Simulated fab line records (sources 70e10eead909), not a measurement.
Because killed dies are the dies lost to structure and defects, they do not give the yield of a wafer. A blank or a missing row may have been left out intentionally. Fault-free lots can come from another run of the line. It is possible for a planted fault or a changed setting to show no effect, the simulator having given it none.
Which tool is to blame? | flow nandHarc | 18 wafers from 6 lots sampled at 5 of the route's 1302 steps

## WHAT THE GAUGES SHOWED, per wafer
NHARC_END_SORT_01.
lot  | measured     | on        | killedAtArray
L411 | day 30 16:30 | prober-01 | 72 178 84

## EACH LOT AND THE TOOL THAT RAN IT (in order: tool; ch and the chambers of the sampled wafers; start)
lot  | NHARC_A_CONTACT_ETCH_88           | NHARC_A_M1_CMP_23             | NHARC_A_BONDPAD_DEGAS_25    | NHARC_THIN_TSV_DEGAS_53
L401 | rieDiel-12 ch 1,2,3, day 23 05:52 | cmp-04 ch 2,3, day 24 00:56   | pvdSputter-03, day 24 04:35 | pvdSputter-03, day 24 23:14
L399 | rieDiel-13 ch 1,2,3, day 23 11:16 | cmp-04 ch 1,2, day 24 04:05   | pvdSputter-02, day 24 07:31 | pvdSputter-02, day 25 01:40
L403 | rieDiel-12 ch 1,2,3, day 24 19:37 | cmp-02 ch 0,1,2, day 25 12:35 | pvdSputter-02, day 25 15:59 | pvdSputter-01, day 26 10:54
L405 | rieDiel-12 ch 0,1,2, day 25 10:41 | cmp-03 ch 1,2, day 26 03:29   | pvdSputter-03, day 26 07:02 | pvdSputter-03, day 27 02:56
L411 | rieDiel-12 ch 0,1,2, day 28 08:49 | cmp-03 ch 1,3, day 29 01:47   | pvdSputter-02, day 29 05:32 | pvdSputter-02, day 30 05:50
L418 | rieDiel-13 ch 0,2,3, day 31 01:58 | cmp-04 ch 1,2,3, day 31 18:49 | pvdSputter-01, day 31 22:37 | pvdSputter-03, day 32 19:43
- NHARC_A_CONTACT_ETCH_88: etches the open film in CF4, target depth 39 nm, time 65 s.
- NHARC_A_M1_CMP_23: polishes, t overpolish 20 s, target thk 154.34 nm.
- NHARC_A_BONDPAD_DEGAS_25: time 60 s.
- NHARC_THIN_TSV_DEGAS_53: time 60 s.

## THE ANSWER, worked out from the rows above alone
Rule: the usual values come from the lots themselves. Put in order of their means at a reading, lots are off if they are a third of the lots or fewer, leave a main group of 4 or more, and stand apart from it by a gap of 3 or more times the standard deviation of the main group's means; of several such gaps the widest counts. If all means in a main group match to the digits the tables above print for the reading, that group is not used. A lot without any number at a reading at which 4 lots or more have one is off too. Any other lot the step has rows for is counted as sound.
Across all readings shown, no lot is off: no conclusion can be drawn from this.

## WHAT HAD BEEN PUT IN BY THE SIMULATOR
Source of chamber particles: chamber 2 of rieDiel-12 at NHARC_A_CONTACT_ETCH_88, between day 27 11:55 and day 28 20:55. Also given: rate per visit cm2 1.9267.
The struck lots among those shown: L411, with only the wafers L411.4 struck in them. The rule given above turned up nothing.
